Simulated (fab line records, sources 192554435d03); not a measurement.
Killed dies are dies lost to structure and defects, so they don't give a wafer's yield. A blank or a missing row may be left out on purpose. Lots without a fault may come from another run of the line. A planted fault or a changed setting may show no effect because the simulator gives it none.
Chamber matching | flow n5_finfet | N5_BEOL_M9_CURE_71 on uv_cure-03: 3 sister chambers
The step cures SiCOH lowk, time 240 s. 6 wafers are shown with their chamber, then 12 later ones without.

WAFERS WITH THEIR CHAMBER
wafer  | chamber | wafer_temp_C_max | lamp_power_pct (%)
L088.4 | 0       | 386.1            | 52.31
L088.5 | 0       | 386.0            | 52.30
L090.4 | 1       | 386.8            | 52.36
L090.5 | 1       | 386.8            | 52.28
L092.2 | 2       | 386.6            | 52.37
L092.3 | 2       | 386.1            | 52.34

WAFERS WITHOUT THEIR CHAMBER
wafer  | wafer_temp_C_max | lamp_power_pct (%)
L091.1 | 386.0            | 52.32
L091.2 | 385.8            | 52.34
L091.3 | 386.1            | 52.22
L093.2 | 386.4            | 52.33
L093.3 | 386.1            | 52.23
L093.4 | 386.1            | 52.34
L094.1 | 386.6            | 52.34
L094.5 | 386.5            | 52.34
L094.6 | 386.6            | 52.26
L095.2 | 386.1            | 52.25
L095.3 | 386.4            | 52.27
L095.4 | 386.3            | 52.23

WHICH CHAMBER EACH WENT THROUGH
wafer  | from the rows above          | in truth
L091.1 | can't be placed: 0 or 2      | 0
L091.2 | can't be placed: 0 or 2      | 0
L091.3 | can't be placed: 0 or 2 or 1 | 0
L093.2 | can't be placed: 2 or 0 or 1 | 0
L093.3 | can't be placed: 0 or 2      | 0
L093.4 | can't be placed: 0 or 2      | 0
L094.1 | can't be placed: 1 or 2 or 0 | 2
L094.5 | can't be placed: 2 or 1 or 0 | 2
L094.6 | can't be placed: 1 or 0 or 2 | 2
L095.2 | can't be placed: 0 or 2      | 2
L095.3 | can't be placed: 0 or 1 or 2 | 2
L095.4 | can't be placed: 0 or 1 or 2 | 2
Placed correctly: 0 of 12. Can't be placed from these rows: 12 (the true chamber is among the candidates in 12). Placed wrongly: 0.
How it was worked out, from the rows above alone: a wafer's distance from a chamber is the root of the sum, over the readings, of the square of ((its reading less the chamber's mean) divided by the reading's scatter). The wafer belongs to the nearest chamber; if the next one is less than 2 further off, it can't be placed. A chamber's mean is the mean of its shown wafers. The scatter: the root of (the sum of the squares of (reading less its chamber's mean) over the shown wafers, divided by (wafers less chambers)).
